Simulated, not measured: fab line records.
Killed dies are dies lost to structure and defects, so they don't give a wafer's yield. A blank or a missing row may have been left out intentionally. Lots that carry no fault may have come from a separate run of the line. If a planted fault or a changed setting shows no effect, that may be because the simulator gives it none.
Which of the tools did it? -- flow n5Finfet -- 28 wafers sampled from 10 lots at 1 step of a route of 1938

## WHAT THE GAUGES SHOWED, per wafer
N5_BEOL_M4_RC_MEAS_101. Usual: DIBL_N 37.2 mV/V, standard deviation 2.1; DIBL_P 37.3 mV/V, standard deviation 2.3; IOFF_N 0.18 nA/um, standard deviation 0.041; IOFF_P 0.24 nA/um, standard deviation 0.042; ION_N 680 uA/um, standard deviation 13; ION_P 466 uA/um, standard deviation 7.7; SS_N 71.8 mV/dec, standard deviation 0.68; SS_P 73.5 mV/dec, standard deviation 0.66; VT_N 249 mV, standard deviation 3.6; VT_P -248 mV, standard deviation 3.4.
lot,measured,on,DIBL_N (mV/V),DIBL_P (mV/V),IOFF_N (nA/um),IOFF_P (nA/um),ION_N (uA/um),ION_P (uA/um),SS_N (mV/dec),SS_P (mV/dec),VT_N (mV),VT_P (mV),flag
L808,day 8 14:06,prober-01,38.8 37.1 38.4,39.0 37.3 38.6,0.22 0.19 0.21,0.26 0.22 0.25,688 686 702,462 463 467,72.4 72.2 72.2,73.5 73.2 73.4,248 247 245,-249 -251 -248,
L809,day 9 01:14,prober-01,39.2 38.1 39.9,39.5 37.7 41.7,0.23 0.19 0.27,0.27 0.23 0.32,705 689 712,473 468 482,71.8 72.9 72.1,74.0 73.8 74.1,243 248 242,-247 -252 -243,
L810,day 9 10:15,prober-02,37.4 38.0 35.2,34.9 36.7 31.8,0.14 0.16 0.11,0.19 0.21 0.15,667 666 652,458 458 450,71.9 71.9 70.9,73.1 73.1 71.9,251 249 257,-251 -251 -256,
L812,day 9 18:03,prober-02,34.4 35.4 35.9,33.7 35.4 35.8,0.13 0.14 0.15,0.19 0.21 0.22,676 668 673,468 460 464,71.2 71.7 71.1,73.0 72.4 73.9,254 252 248,-252 -248 -246,
L815,day 10 12:20,prober-02,35.3 33.3 36.0,36.0 34.3 36.6,0.16 0.13 0.18,0.26 0.22 0.28,686 670 686,475 473 477,72.0 70.9 71.9,73.8 73.4 73.5,249 250 249,-244 -246 -240,
L817,day 10 13:31,prober-01,42.0 39.3 40.1,39.8 37.0 38.6,0.26 0.19 0.23,0.28 0.23 0.26,686 676 709,462 457 480,72.7 72.1 72.5,74.2 74.4 74.3,242 249 243,-247 -248 -243,
L825,day 13 20:59,prober-01,39.4 35.9,38.5 35.1,0.18 0.13,0.23 0.18,673 668,456 458,72.3 70.6,74.2 73.4,254 256,-252 -254,
L826,day 14 01:07,prober-02,38.3 37.0 36.4,36.8 34.8 35.6,0.17 0.15 0.15,0.22 0.20 0.21,676 687 677,462 465 474,71.4 71.8 71.5,73.8 72.7 73.0,248 250 250,-248 -249 -249,
L824,day 14 04:46,prober-01,36.4 36.9 35.1,38.7 39.7 37.1,0.18 0.18 0.15,0.25 0.26 0.23,686 690 674,472 480 469,72.6 72.1 72.0,73.6 73.6 73.0,246 247 250,-246 -245 -249,
L827,day 14 21:18,prober-02,35.5 38.1,36.1 39.4,0.15 0.23,0.19 0.26,678 704,459 473,71.7 72.0,73.9 74.4,251 242,-252 -248,

## EACH LOT AND THE TOOL THAT RAN IT (in order: tool; ch and the chambers of the sampled wafers; start)
The record shows no process step preceding these readings.

## AS READ BY THE TOOLS THEMSELVES (means over the sampled wafers that have a number; for cases with no such wafer, the mark the record gives instead)
The record holds no such reading with a usual standard deviation.

## THE ANSWER, worked out from the rows above alone
Rule: lot off if the mean of its wafers having a number is beyond 3 standard deviations from the usual mean. A lot without any number at a reading at which 4 lots or more have one is off too. Any other lot the step has rows for is counted as sound. First the gauges in route order, then the tools' own readings, where a lot's mean is used as printed above. At the first step where some lot is off, the reading lying furthest off is the one used; lots without a number count as furthest.
Across all readings shown, no lot is off: no conclusion can be drawn from this.

## WHAT THE SIMULATOR HAD INSERTED
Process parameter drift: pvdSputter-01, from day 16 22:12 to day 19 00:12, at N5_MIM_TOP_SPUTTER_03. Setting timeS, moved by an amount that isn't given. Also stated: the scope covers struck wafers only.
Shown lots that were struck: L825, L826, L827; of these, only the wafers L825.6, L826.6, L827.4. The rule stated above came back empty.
